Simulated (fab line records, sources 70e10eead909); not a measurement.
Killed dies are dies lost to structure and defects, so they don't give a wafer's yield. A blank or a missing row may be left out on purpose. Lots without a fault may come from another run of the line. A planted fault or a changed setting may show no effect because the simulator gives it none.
Which tool did it? | flow nand_harc | 12 lots, 36 wafers sampled, at 4 steps of a route of 1302

WHAT THE GAUGES READ, wafer by wafer
The record holds no reading of a measuring or inspecting step that can be judged against a usual standard deviation.

WHICH TOOL RAN EACH LOT (tool, then ch and the chambers of the sampled wafers, then the start)
lot  | NHARC_A_CONTACT_DEP_24          | NHARC_A_CONTACT_ETCH_49            | NHARC_A_CONTACT_ETCH_115             | NHARC_A_CONTACT_ETCH_119
L196 | pecvd-04 ch 1,2, day 21 14:46   | rie_diel-02 ch 1,2, day 21 23:32   | har_cap_etch-02 ch 0,1, day 22 01:55 | har_cap_etch-02 ch 0,1, day 22 02:35
L195 | pecvd-02 ch 0,1,2, day 21 14:47 | rie_diel-02 ch 0,1,2, day 22 00:58 | har_cap_etch-03 ch 0,1, day 22 03:21 | har_cap_etch-03 ch 0,1, day 22 04:02
L199 | pecvd-02 ch 1,2, day 22 12:23   | rie_diel-02 ch 0,2,3, day 22 18:25 | har_cap_etch-03 ch 0,1, day 22 20:55 | har_cap_etch-03 ch 0,1, day 22 21:36
L198 | pecvd-04 ch 0,1,2, day 22 12:31 | rie_diel-11 ch 0,2,3, day 22 18:20 | har_cap_etch-01 ch 0,1, day 22 20:38 | har_cap_etch-01 ch 0,1, day 22 21:19
L201 | pecvd-01 ch 0,1,2, day 23 00:45 | rie_diel-09 ch 1,3, day 23 06:40   | har_cap_etch-02 ch 0,1, day 23 09:05 | har_cap_etch-02 ch 0,1, day 23 09:46
L206 | pecvd-04 ch 0,1, day 25 20:01   | rie_diel-11 ch 0,1, day 26 03:03   | har_cap_etch-01 ch 0,1, day 26 05:43 | har_cap_etch-01 ch 0,1, day 26 06:38
L207 | pecvd-01 ch 0,1,2, day 26 01:41 | rie_diel-11 ch 0,1, day 26 07:21   | har_cap_etch-03 ch 0,1, day 26 09:46 | har_cap_etch-03 ch 0,1, day 26 10:28
L210 | pecvd-01 ch 0,1, day 26 19:58   | rie_diel-09 ch 0,1,3, day 27 03:05 | har_cap_etch-01 ch 0, day 27 05:33   | har_cap_etch-01 ch 0, day 27 06:13
L214 | pecvd-02 ch 0,1,2, day 28 22:55 | rie_diel-02 ch 0,1,2, day 29 07:11 | har_cap_etch-02 ch 1, day 29 09:29   | har_cap_etch-02 ch 1, day 29 10:11
L216 | pecvd-04 ch 0,1,2, day 30 01:01 | rie_diel-11 ch 1,2, day 30 06:55   | har_cap_etch-02 ch 0, day 30 09:25   | har_cap_etch-02 ch 0, day 30 10:06
L218 | pecvd-02 ch 0,1, day 30 01:10   | rie_diel-09 ch 0,2,3, day 30 08:28 | har_cap_etch-01 ch 0,1, day 30 11:45 | har_cap_etch-01 ch 0,1, day 30 12:26
L217 | pecvd-01 ch 0,1,2, day 30 01:10 | rie_diel-11 ch 0,2,3, day 30 07:17 | har_cap_etch-03 ch 0,1, day 30 10:21 | har_cap_etch-03 ch 0,1, day 30 11:02
- NHARC_A_CONTACT_DEP_24: deposits SiO2, target thk 500 nm.
- NHARC_A_CONTACT_ETCH_49: etches the open film in N2/H2, target depth 260 nm, time 475.3 s.
- NHARC_A_CONTACT_ETCH_115: etches the open film in C4F8/O2/Ar, time 190 s, target depth 1850 nm.
- NHARC_A_CONTACT_ETCH_119: etches the open film in C4F8/O2/Ar, time 190 s, target depth 1850 nm.

WHAT THE TOOLS THEMSELVES READ (means of the sampled wafers that have a number; where no wafer has one, the mark that the record gives instead)
NHARC_A_CONTACT_DEP_24.
lot  | tool     | heater_power_w (W) | mfc_precursor_sccm (sccm) | rf_fwd_power_W (W) | showerhead_vpp_V (V) | throttle_valve_pct (%)
L196 | pecvd-04 | 657                | 162.0                     | 898.6              | 1937                 | 16.0
L195 | pecvd-02 | 532                | 161.7                     | 897.8              | 1790                 | 15.5
L199 | pecvd-02 | 497                | 161.8                     | 898.8              | 1758                 | 15.7
L198 | pecvd-04 | 604                | 161.8                     | 901.4              | 1899                 | 15.6
L201 | pecvd-01 | 517                | 161.6                     | 897.1              | 1795                 | 15.4
L206 | pecvd-04 | 486                | 161.7                     | 901.1              | 1901                 | 16.0
L207 | pecvd-01 | 428                | 161.0                     | 900.5              | 1824                 | 15.5
L210 | pecvd-01 | 518                | 161.2                     | 898.0              | 1794                 | 15.9
L214 | pecvd-02 | 535                | 161.4                     | 900.4              | 1794                 | 15.8
L216 | pecvd-04 | 559                | 161.8                     | 898.0              | 1883                 | 15.9
L218 | pecvd-02 | 529                | 161.3                     | 900.5              | 1843                 | 15.6
L217 | pecvd-01 | 436                | 161.3                     | 900.3              | 1839                 | 15.4

NHARC_A_CONTACT_ETCH_49.
lot  | tool        | drypump_motor_current_A (A) | h2_flow_sccm (sccm) | oes_product_au (a.u.) | rf_fwd_power_W (W) | rf_vpp_V (V) | showerhead_plenum_p_Torr (Torr) | throttle_valve_pct (%)
L196 | rie_diel-02 | 5.9                         | 150.1               | 0.990                 | 400.4              | 432.0        | 2.07                            | 14.174
L195 | rie_diel-02 | 6.2                         | 150.2               | 0.996                 | 399.4              | 432.3        | 2.10                            | 14.168
L199 | rie_diel-02 | 5.8                         | 149.7               | 0.998                 | 399.0              | 430.8        | 2.06                            | 14.169
L198 | rie_diel-11 | 5.6                         | 149.9               | 0.994                 | 400.0              | 433.1        | 2.14                            | 14.173
L201 | rie_diel-09 | 5.7                         | 150.2               | 0.989                 | 398.6              | 430.0        | 2.01                            | 14.168
L206 | rie_diel-11 | 5.6                         | 119.8               | 0.994                 | 400.0              | 432.7        | 2.02                            | 13.655
L207 | rie_diel-11 | 5.6                         | 119.6               | 0.989                 | 397.0              | 433.3        | 2.02                            | 13.661
L210 | rie_diel-09 | 5.7                         | 150.4               | 0.989                 | 398.3              | 431.0        | 2.05                            | 14.164
L214 | rie_diel-02 | 6.3                         | 149.9               | 0.992                 | 398.3              | 431.9        | 2.08                            | 14.166
L216 | rie_diel-11 | 5.7                         | 149.9               | 0.990                 | 400.1              | 433.2        | 2.13                            | 14.174
L218 | rie_diel-09 | 5.3                         | 149.7               | 0.996                 | 399.3              | 432.9        | 2.11                            | 14.174
L217 | rie_diel-11 | 5.6                         | 149.7               | 0.997                 | 399.1              | 433.2        | 2.13                            | 14.172

THE ANSWER, worked out from the rows above alone
Rule: what is usual is taken from the lots themselves. Put in order of their means at a reading, lots are off if they are a third of the lots or fewer, leave a main group of 4 or more, and stand apart from it by a gap of 3 or more times the standard deviation of the main group's means; of several such gaps the widest counts. A main group whose means are all the same, to the digits that the tables above print for the reading, isn't used. A lot without any number at a reading at which 4 lots or more have one is off too. The other lots that the step has rows for count as sound. The gauges are gone through in route order, then the tools' own readings, and for those a lot's mean is taken as printed above. The first step at which some lot is off is used, and at that step the reading that is off furthest; a lot without a number counts as furthest.
Off: L206, L207, at NHARC_A_CONTACT_ETCH_49 (throttle_valve_pct). The main group: mean 14.170 %, standard deviation 0.0035.
A tool fits if, at that step or a process step before it, it ran every lot that is off, and no sound lot after the first of them. None of those tried fits.

WHAT THE SIMULATOR HAD PUT IN
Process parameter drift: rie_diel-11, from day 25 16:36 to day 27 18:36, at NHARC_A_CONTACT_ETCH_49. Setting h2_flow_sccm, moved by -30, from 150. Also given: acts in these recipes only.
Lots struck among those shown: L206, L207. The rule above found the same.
